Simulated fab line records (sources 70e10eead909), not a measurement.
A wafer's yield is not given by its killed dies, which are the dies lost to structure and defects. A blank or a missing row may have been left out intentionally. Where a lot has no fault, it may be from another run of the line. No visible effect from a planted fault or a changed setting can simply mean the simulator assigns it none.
Which tool was responsible? -- flow nand_harc -- Sampling: 12 lots, 36 wafers, 6 of 1302 route steps

WHAT EACH GAUGE READ, for each wafer
NHARC_END_SORT_01.
lot,measured,on,defect_limited_yield (%),killed_at_array,killed_at_other,killed_at_periphery,killed_dies,killed_open,killed_short,sort_bin_2_pct (%),sort_bin_3_pct (%),sort_bin_4_pct (%),sort_n_pass,sort_rim_yield_pct (%),sort_yield_pct (%)
L985,day 28 18:28,prober-01,93.2,44,0,2,46,6,6,2.1,0,4.7,631,94,93.2

WHICH TOOL RAN EACH LOT (tool, then ch and the chambers of the sampled wafers, then the start)
lot,NHARC_A_M1_PVD_20,NHARC_A_M1_ECD_22,NHARC_A_M1_ANNEAL_31,NHARC_A_M1_CMP_23,NHARC_A_BONDPAD_CMP_29
L974,"pvd_sputter-02, day 23 00:02 or earlier","ecd_cu-02 ch 0,1, day 23 00:02","rtp_anneal-02 ch 0, day 23 00:24","cmp-02 ch 1,2,3, day 23 00:47","cmp-03 ch 0,1, day 23 02:20"
L973,"pvd_sputter-01, day 23 11:23 or earlier","ecd_cu-01 ch 1, day 23 11:23","rtp_anneal-02 ch 0, day 23 11:43","cmp-04 ch 1,3, day 23 12:05","cmp-02 ch 0,1,2, day 23 13:41"
L975,"pvd_sputter-02, day 23 17:34 or earlier","ecd_cu-02 ch 0,1, day 23 17:34","rtp_anneal-01 ch 0, day 23 18:00","cmp-02 ch 0,1,2, day 23 18:21","cmp-02 ch 1,2,3, day 23 19:57"
L982,"pvd_sputter-03, day 26 15:28 or earlier","ecd_cu-01 ch 0,1, day 26 15:28","rtp_anneal-01 ch 0, day 26 15:50","cmp-02 ch 0,1,2, day 26 16:11","cmp-03 ch 0,2,3, day 26 17:48"
L985,"pvd_sputter-02, day 27 10:25 or earlier","ecd_cu-01 ch 0,1, day 27 10:25","rtp_anneal-02 ch 0, day 27 10:48","cmp-03 ch 0,3, day 27 11:09","cmp-02 ch 0,1,3, day 27 12:50"
L988,"pvd_sputter-03, day 28 11:02 or earlier","ecd_cu-02 ch 0,1, day 28 11:02","rtp_anneal-01 ch 0, day 28 11:28","cmp-04 ch 0,2,3, day 28 11:45","cmp-02 ch 0,1,3, day 28 13:21"
L989,"pvd_sputter-02, day 29 18:57 or earlier","ecd_cu-02 ch 0,1, day 29 18:57","rtp_anneal-02 ch 0, day 29 19:20","cmp-03 ch 0,1,3, day 29 19:43","cmp-01 ch 0,2,3, day 29 21:15"
L992,"pvd_sputter-01, day 31 06:44 or earlier","ecd_cu-02 ch 0,1, day 31 06:44","rtp_anneal-02 ch 0, day 31 07:12","cmp-04 ch 0,3, day 31 07:31","cmp-03 ch 1,2,3, day 31 09:07"
L993,"pvd_sputter-02, day 31 08:08 or earlier","ecd_cu-01 ch 1, day 31 08:08","rtp_anneal-02 ch 0, day 31 08:34","cmp-04 ch 0,1,3, day 31 08:53","cmp-01 ch 0,1,2, day 31 10:38"
L994,"pvd_sputter-01, day 31 16:49 or earlier","ecd_cu-01 ch 0,1, day 31 16:49","rtp_anneal-02 ch 0, day 31 17:11","cmp-04 ch 0,1,2, day 31 17:32","cmp-03 ch 1,3, day 31 19:48"
L996,"pvd_sputter-01, day 31 19:49 or earlier","ecd_cu-01 ch 0,1, day 31 19:49","rtp_anneal-01 ch 0, day 31 20:11","cmp-04 ch 0,2,3, day 31 20:32","cmp-02 ch 0,1,2, day 31 22:20"
L995,"pvd_sputter-03, day 31 20:36 or earlier","ecd_cu-02 ch 0,1, day 31 20:36","rtp_anneal-02 ch 0, day 31 20:59","cmp-04 ch 0,1,2, day 31 21:20","cmp-01 ch 1,2,3, day 31 22:54"
- NHARC_A_M1_PVD_20: deposits TaN, target thk 5 nm, time 8.06 s.
- NHARC_A_M1_ECD_22: material Cu, target thk 400 nm.
- NHARC_A_M1_ANNEAL_31: time 90 s.
- NHARC_A_M1_CMP_23: polishes, t overpolish 20 s, target thk 154.34 nm.
- NHARC_A_BONDPAD_CMP_29: polishes SiCN, target thk 200 nm.

WHAT THE TOOLS THEMSELVES READ (means of the sampled wafers that have a number; where no wafer has one, the mark that the record gives instead)
NHARC_A_M1_PVD_20.
lot,tool,bias_v (V),throttle_valve_pct (%)
L974,pvd_sputter-02,168.5,29.0
L973,pvd_sputter-01,167.5,30.2
L975,pvd_sputter-02,167.8,28.9
L982,pvd_sputter-03,168.0,31.2
L985,pvd_sputter-02,170.1,28.8
L988,pvd_sputter-03,167.4,31.0
L989,pvd_sputter-02,170.4,28.9
L992,pvd_sputter-01,168.3,30.3
L993,pvd_sputter-02,167.2,31.1
L994,pvd_sputter-01,168.3,31.0
L996,pvd_sputter-01,168.0,30.2
L995,pvd_sputter-03,169.2,32.6

NHARC_A_M1_ANNEAL_31.
lot,tool,wafer_temp_C_max
L974,rtp_anneal-02,225.68
L973,rtp_anneal-02,225.85
L975,rtp_anneal-01,226.00
L982,rtp_anneal-01,225.72
L985,rtp_anneal-02,225.74
L988,rtp_anneal-01,225.48
L989,rtp_anneal-02,225.61
L992,rtp_anneal-02,225.88
L993,rtp_anneal-02,225.88
L994,rtp_anneal-02,225.66
L996,rtp_anneal-01,225.87
L995,rtp_anneal-02,225.41

NHARC_A_M1_CMP_23.
lot,tool,motor_current_A (A),time_to_endpoint_s (s)
L974,cmp-02,12.6,26
L973,cmp-04,12.6,26
L975,cmp-02,12.0,25
L982,cmp-02,12.6,32
L985,cmp-03,12.7,32
L988,cmp-04,12.6,30
L989,cmp-03,12.1,28
L992,cmp-04,13.7,31
L993,cmp-04,12.9,29
L994,cmp-04,12.1,29
L996,cmp-04,12.7,27
L995,cmp-04,12.2,27

NHARC_A_BONDPAD_CMP_29.
lot,tool,motor_current_A (A)
L974,cmp-03,11.3
L973,cmp-02,12.5
L975,cmp-02,12.2
L982,cmp-03,12.1
L985,cmp-02,12.4
L988,cmp-02,12.4
L989,cmp-01,11.9
L992,cmp-03,12.2
L993,cmp-01,13.1
L994,cmp-03,12.0
L996,cmp-02,12.0
L995,cmp-01,12.7

THE ANSWER, worked out from the rows above alone
Rule: what is usual is taken from the lots themselves. Put in order of their means at a reading, lots are off if they are a third of the lots or fewer, leave a main group of 4 or more, and stand apart from it by a gap of 3 or more times the standard deviation of the main group's means; of several such gaps the widest counts. Not used: any main group whose means are identical at the precision the tables above print for the reading. A lot without any number at a reading at which 4 lots or more have one is off too. Any other lot the step has rows for is counted as sound. Order of review: gauges by route order, followed by the tools' own readings, for which a lot's mean as printed above is used. At the first step where some lot is off, the reading lying furthest off is the one used; lots without a number count as furthest.
No lot is off at any reading shown: from this, nothing can be told.

WHAT THE SIMULATOR HAD PUT IN
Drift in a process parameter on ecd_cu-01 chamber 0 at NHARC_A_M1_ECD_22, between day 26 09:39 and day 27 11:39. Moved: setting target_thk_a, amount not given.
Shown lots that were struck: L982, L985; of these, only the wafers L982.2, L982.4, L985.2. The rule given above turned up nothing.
